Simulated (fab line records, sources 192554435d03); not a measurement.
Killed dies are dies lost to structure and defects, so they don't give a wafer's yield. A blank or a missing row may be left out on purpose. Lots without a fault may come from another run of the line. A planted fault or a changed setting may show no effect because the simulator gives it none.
Split-lot experiment | flow n5_finfet | 7 lots, 21 wafers read, on a route of 1938 steps

THE SPLIT
At N5_BEOL_M15_EXPOSE_07 (exposes mask V14), the setting dose_mj was moved away from the recipe's 41.25 on 8 of the 21 wafers read, by -6.0% to +6.3%. The other wafers ran this setting at the recipe's value.

FROM THE SPLIT TO THE READING: what the file shows between them, 11 steps
- N5_BEOL_M15_PEB_08: peb time 90 s
- N5_BEOL_M15_DEVELOP_09: develop time 45 s
- N5_BEOL_M15_HARDBAKE_14: time 120 s
- N5_BEOL_M15_CD_MEAS_10: target cd 360 nm
- N5_BEOL_M15_DESCUM_15: chemistry O2, time 7.9 s
- N5_BEOL_M15_ETCH_59: etches BARC in N2/H2, target depth 89 nm, overetch 26.7 nm, time 67.9 s
- N5_BEOL_M15_VIA_ETCH_16: etches SiO2 in C4F8/O2/Ar, target depth 1792.2 nm
- N5_BEOL_M15_STRIP_63: strips in O2 (also split here: pressure_mtorr)
- N5_BEOL_M15_STRIP_64: strips in O2
- N5_BEOL_M15_STRIP_65: strips in post etch residue remover, time 60 s
- N5_BEOL_M15_SRD_66: time 30 s, dry time 30 s

THE READING
cd_nm, in nm, at N5_BEOL_M15_CD_MEAS_17 (target cd 360 nm). Fault-free wafers of this fab line usually give 360.9 nm, standard deviation 2.5 nm.

wafer  | tool, chamber at the split | dose_mj as run | against the recipe | cd_nm, nm | against lot-mates on the recipe
L085.1 | krf_scanner-01, 0          | 41.25          | recipe             | 362.7     | -
L085.2 | krf_scanner-01, 0          | 42.11          | +2.1%              | 365.4     | +2.7
L085.6 | krf_scanner-01, 0          | 42.11          | +2.1%              | 363.7     | +1.0
L088.1 | krf_scanner-02, 0          | 41.25          | recipe             | 358.9     | -
L088.2 | krf_scanner-02, 0          | 41.25          | recipe             | 359.8     | -
L088.3 | krf_scanner-02, 0          | 41.25          | recipe             | 359.5     | -
L086.1 | krf_scanner-01, 0          | 41.25          | recipe             | 362.0     | -
L086.2 | krf_scanner-01, 0          | 39.77          | -3.6%              | 361.5     | -0.5
L086.5 | krf_scanner-01, 0          | 39.77          | -3.6%              | 357.7     | -4.3
L090.1 | krf_scanner-02, 0          | 41.25          | recipe             | 362.9     | -
L090.2 | krf_scanner-02, 0          | 41.25          | recipe             | 363.1     | -
L090.3 | krf_scanner-02, 0          | 41.25          | recipe             | 362.1     | -
L091.3 | krf_scanner-01, 0          | 38.78          | -6.0%              | 351.1     | -9.7
L091.4 | krf_scanner-01, 0          | 41.25          | recipe             | 360.8     | -
L091.6 | krf_scanner-01, 0          | 38.78          | -6.0%              | 352.3     | -8.5
L094.2 | krf_scanner-01, 0          | 41.25          | recipe             | 361.2     | -
L094.5 | krf_scanner-01, 0          | 41.25          | recipe             | 361.3     | -
L094.6 | krf_scanner-01, 0          | 41.25          | recipe             | 362.5     | -
L096.3 | krf_scanner-02, 0          | 43.86          | +6.3%              | 374.5     | +13.5
L096.4 | krf_scanner-02, 0          | 41.25          | recipe             | 361.0     | -
L096.5 | krf_scanner-02, 0          | 43.86          | +6.3%              | 375.3     | +14.3

THE FIT
A straight line over all 21 wafers: cd_nm changes by +1.69 nm for each +1% of dose_mj; r = +0.94; the points scatter about the line by 2 nm.
The same after taking each lot's own level away (the mean of its wafers on the recipe; 21 wafers): +1.67 nm for each +1%; r = +0.95; scatter 1.8 nm.
On that fit, the largest move of dose_mj shifts the reading by 11 nm.
The lots' own levels span 359.40 to 362.70 nm, that is 1.3 times the standard deviation above.
So the lot-to-lot level changes the slope little: the two slopes agree.
Check: with one of the wafers moved furthest among these (+6.3%) left out of the fit, the line predicts +10.3 nm for it against its lot-mates. It came out at +13.5 nm against them.

OTHER SPLITS ON THESE WAFERS
These wafers also went through other splits before the reading. Each is held against what the fit with the lots' levels taken away leaves over:
other split on the same wafers      | wafers away from the commonest value | r with cd_nm (lot level and that fit taken away)
N5_BEOL_M13_TRENCH_ETCH_34 time_s   | 7                                    | +0.15
N5_BEOL_M14_SPUTTER_43 power_w      | 8                                    | -0.06
N5_BEOL_M15_ILD_DEP_00 time_s       | 10                                   | +0.24
N5_BEOL_M15_STRIP_63 pressure_mtorr | 15                                   | +0.19

THE WHOLE CHAIN: every reading that the file lists as answering this split, in the file's order
step                   | what it does     | reading | change (the file's fit)              | r (the file's)
N5_BEOL_M15_CD_MEAS_10 | target cd 360 nm | cd_nm   | +1.6 nm for each +1% of the setting  | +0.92
N5_BEOL_M15_CD_MEAS_17 | target cd 360 nm | cd_nm   | +1.66 nm for each +1% of the setting | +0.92

THE FILE'S OWN FIT
cd_nm changes by +1.66 nm for each +1% of dose_mj, r = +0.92.
